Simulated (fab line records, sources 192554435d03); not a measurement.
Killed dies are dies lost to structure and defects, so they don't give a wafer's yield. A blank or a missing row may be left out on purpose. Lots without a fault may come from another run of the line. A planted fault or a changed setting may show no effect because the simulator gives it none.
Chamber matching | flow n5_finfet | N5_BEOL_M0_CUTY_ETCH_62 on rie_diel-03: 4 sister chambers
The step etches SiARC in CF4, time 58.5 s. 4 wafers are shown with their chamber, then 12 later ones without.

WAFERS WITH THEIR CHAMBER
wafer  | chamber | throttle_valve_pct (%)
L081.5 | 1       | 15.91
L082.1 | 0       | 15.99
L082.2 | 2       | 15.65
L082.3 | 3       | 15.46

WAFERS WITHOUT THEIR CHAMBER
wafer  | throttle_valve_pct (%)
L082.4 | 15.91
L082.5 | 16.01
L082.6 | 15.45
L086.1 | 15.94
L086.2 | 15.47
L086.5 | 16.03
L090.1 | 15.94
L090.5 | 15.50
L090.6 | 15.66
L094.4 | 15.95
L094.5 | 16.05
L094.6 | 15.52

WHICH CHAMBER EACH WENT THROUGH
wafer  | from the rows above     | in truth
L082.4 | 1                       | 1
L082.5 | 0                       | 0
L082.6 | 3                       | 3
L086.1 | can't be placed: 1 or 0 | 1
L086.2 | 3                       | 3
L086.5 | 0                       | 0
L090.1 | can't be placed: 1 or 0 | 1
L090.5 | 3                       | 3
L090.6 | 2                       | 2
L094.4 | can't be placed: 1 or 0 | 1
L094.5 | 0                       | 0
L094.6 | 3                       | 3
Placed correctly: 9 of 12. Can't be placed from these rows: 3 (the true chamber is among the candidates in 3). Placed wrongly: 0.
How it was worked out, from the rows above alone: a wafer's distance from a chamber is the root of the sum, over the readings, of the square of ((its reading less the chamber's mean) divided by the reading's scatter). The wafer belongs to the nearest chamber; if the next one is less than 2 further off, it can't be placed. A chamber's mean is the mean of its shown wafers. The scatter: with one shown wafer a chamber, the root of the mean of the squares of how far each hidden wafer lies from its nearest shown one.
